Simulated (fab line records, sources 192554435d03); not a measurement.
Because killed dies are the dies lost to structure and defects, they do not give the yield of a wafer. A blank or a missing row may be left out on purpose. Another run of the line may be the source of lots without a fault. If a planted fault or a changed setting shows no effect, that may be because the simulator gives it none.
Chamber matching    flow n5Finfet    N5_BEOL_M4_STRIP_66 on rieDiel-06 has 4 sister chambers
The step strips in CF4. 18 wafers are shown with their chamber, then 9 later ones without.

WAFERS PAIRED WITH THEIR CHAMBERS
wafer   chamber  drypumpMotorCurrentA (A)  throttleValvePct (%)  showerheadPlenumPTorr (Torr)
L074.1  3        5.88                      13.71                 1.74
L074.3  2        5.15                      13.69                 1.84
L074.5  3        5.91                      13.71                 1.74
L080.1  3        5.90                      13.77                 1.73
L080.3  0        5.23                      14.03                 1.85
L080.5  0        5.22                      14.04                 1.85
L081.1  3        5.89                      13.77                 1.73
L081.2  0        5.22                      14.02                 1.85
L081.3  1        5.18                      13.33                 1.77
L081.4  1        5.18                      13.33                 1.77
L081.5  0        5.21                      14.04                 1.85
L081.6  3        5.89                      13.79                 1.73
L085.2  3        5.88                      13.79                 1.73
L085.5  0        5.20                      14.04                 1.85
L085.6  1        5.18                      13.33                 1.76
L088.2  0        5.22                      14.06                 1.85
L088.3  2        5.12                      13.76                 1.83
L088.4  3        5.88                      13.79                 1.72

SIGNATURES, as means of the wafers listed above
reading                chamber 0  chamber 1  chamber 2  chamber 3  scatter within a chamber
drypumpMotorCurrentA   5.2167     5.1800     5.1350     5.8900     0.0113
throttleValvePct       14.0383    13.3300    13.7250    13.7614    0.0283
showerheadPlenumPTorr  1.8500     1.7667     1.8350     1.7314     0.00536
Rule: a wafer lies at a distance from a chamber equal to the root of the sum of squares, over the readings, of (its reading less the chamber's mean, divided by the reading's scatter). The wafer belongs to the nearest chamber; if the next one is less than 2 further off, it can't be placed. How the scatter is found: for the shown wafers, subtract from each reading the mean of its chamber, square and add these, divide the total by (wafers less chambers), then take the root.

WAFERS WITHOUT THEIR CHAMBER
wafer   drypumpMotorCurrentA (A)  throttleValvePct (%)  showerheadPlenumPTorr (Torr)
L091.2  5.24                      14.07                 1.85
L091.5  5.17                      13.78                 1.83
L091.6  5.92                      13.83                 1.72
L092.3  5.11                      13.76                 1.83
L092.5  5.17                      13.38                 1.76
L092.6  5.11                      13.80                 1.83
L095.2  5.19                      14.11                 1.84
L095.5  5.16                      13.38                 1.76
L095.6  5.10                      13.80                 1.83

CHAMBER TAKEN BY EACH
wafer   from the rows above  in truth
L091.2  0                    0
L091.5  2                    2
L091.6  3                    3
L092.3  2                    2
L092.5  1                    1
L092.6  2                    2
L095.2  0                    0
L095.5  1                    1
L095.6  2                    2
9 of 9 placed correctly. From these rows, 0 cannot be placed. Wrongly placed: 0.
